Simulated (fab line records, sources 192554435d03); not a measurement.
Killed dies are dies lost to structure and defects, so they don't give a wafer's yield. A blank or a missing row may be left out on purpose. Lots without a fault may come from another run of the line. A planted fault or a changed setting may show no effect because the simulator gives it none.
Chamber matching | flow n5_finfet | N5_BEOL_M14_DEP_53 on pecvd-03: 3 sister chambers
The step deposits SiCN from 3MS/NH3, target thk 50 nm, time 17.8 s. 3 wafers are shown with their chamber, then 10 later ones without.

WAFERS WITH THEIR CHAMBER
wafer  | chamber | throttle_valve_pct (%)
L082.4 | 0       | 19.5
L088.1 | 2       | 17.5
L088.5 | 1       | 19.0

WAFERS WITHOUT THEIR CHAMBER
wafer  | throttle_valve_pct (%)
L088.6 | 17.8
L086.1 | 18.8
L086.5 | 18.9
L086.6 | 19.3
L089.2 | 19.1
L089.5 | 19.5
L089.6 | 18.8
L095.3 | 17.5
L095.5 | 18.7
L095.6 | 17.9

WHICH CHAMBER EACH WENT THROUGH
wafer  | from the rows above     | in truth
L088.6 | 2                       | 2
L086.1 | 1                       | 1
L086.5 | 1                       | 1
L086.6 | can't be placed: 0 or 1 | 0
L089.2 | can't be placed: 1 or 0 | 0
L089.5 | 0                       | 0
L089.6 | 1                       | 1
L095.3 | 2                       | 2
L095.5 | 1                       | 1
L095.6 | 2                       | 2
Placed correctly: 8 of 10. Can't be placed from these rows: 2 (the true chamber is among the candidates in 2). Placed wrongly: 0.
How it was worked out, from the rows above alone: a wafer's distance from a chamber is the root of the sum, over the readings, of the square of ((its reading less the chamber's mean) divided by the reading's scatter). The wafer belongs to the nearest chamber; if the next one is less than 2 further off, it can't be placed. A chamber's mean is the mean of its shown wafers. The scatter: with one shown wafer a chamber, the root of the mean of the squares of how far each hidden wafer lies from its nearest shown one.
